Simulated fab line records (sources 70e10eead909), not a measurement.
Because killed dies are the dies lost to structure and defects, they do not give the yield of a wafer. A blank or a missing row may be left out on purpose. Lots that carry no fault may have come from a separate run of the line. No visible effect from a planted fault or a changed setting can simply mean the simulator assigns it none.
Matching of chambers | flow nand harc | NHARC_P_M1_DESCUM_14 on rie diel-06: 4 sister chambers
The step chemistry O2, time 3 s. 8 wafers are shown with their chamber, then 10 later ones without.

== EACH WAFER AND ITS CHAMBER ==
wafer  | chamber | drypump motor current A (A) | oes product au (a.u.)
L077.6 | 1       | 5.5                         | 0.994
L078.6 | 0       | 4.8                         | 1.008
L087.1 | 2       | 5.5                         | 0.998
L089.1 | 0       | 4.8                         | 1.013
L089.3 | 3       | 6.1                         | 1.006
L089.6 | 3       | 6.1                         | 1.008
L090.3 | 2       | 5.5                         | 0.999
L090.4 | 1       | 5.6                         | 0.998

== WAFERS WHOSE CHAMBER IS MISSING ==
wafer  | drypump motor current A (A) | oes product au (a.u.)
L090.5 | 6.1                         | 0.997
L091.3 | 5.6                         | 1.002
L091.5 | 4.8                         | 1.005
L091.6 | 5.6                         | 0.999
L093.1 | 5.5                         | 0.993
L093.2 | 6.1                         | 1.004
L093.6 | 5.5                         | 0.994
L096.1 | 6.1                         | 1.004
L096.2 | 5.6                         | 1.003
L096.3 | 5.5                         | 0.996

== CHAMBER TAKEN BY EACH ==
wafer  | from the rows above     | in truth
L090.5 | 3                       | 3
L091.3 | can't be placed: 1 or 2 | 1
L091.5 | 0                       | 0
L091.6 | can't be placed: 1 or 2 | 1
L093.1 | can't be placed: 1 or 2 | 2
L093.2 | 3                       | 3
L093.6 | can't be placed: 1 or 2 | 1
L096.1 | 3                       | 3
L096.2 | can't be placed: 1 or 2 | 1
L096.3 | can't be placed: 2 or 1 | 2
4 of 10 placed correctly. Cannot be placed on the basis of these rows: 6; the candidates contain the true chamber in 6. 0 placed wrongly.
How it was worked out, from the rows above alone: a wafer's distance from a chamber is the root of the sum, over the readings, of the square of ((its reading less the chamber's mean) divided by the reading's scatter). The wafer belongs to the nearest chamber; if the next one is less than 2 further off, it can't be placed. Each chamber's mean is taken over the wafers shown for it. The scatter: take each reading less its chamber's mean, square it, sum over the shown wafers, divide by the number of wafers less the number of chambers, and take the root.
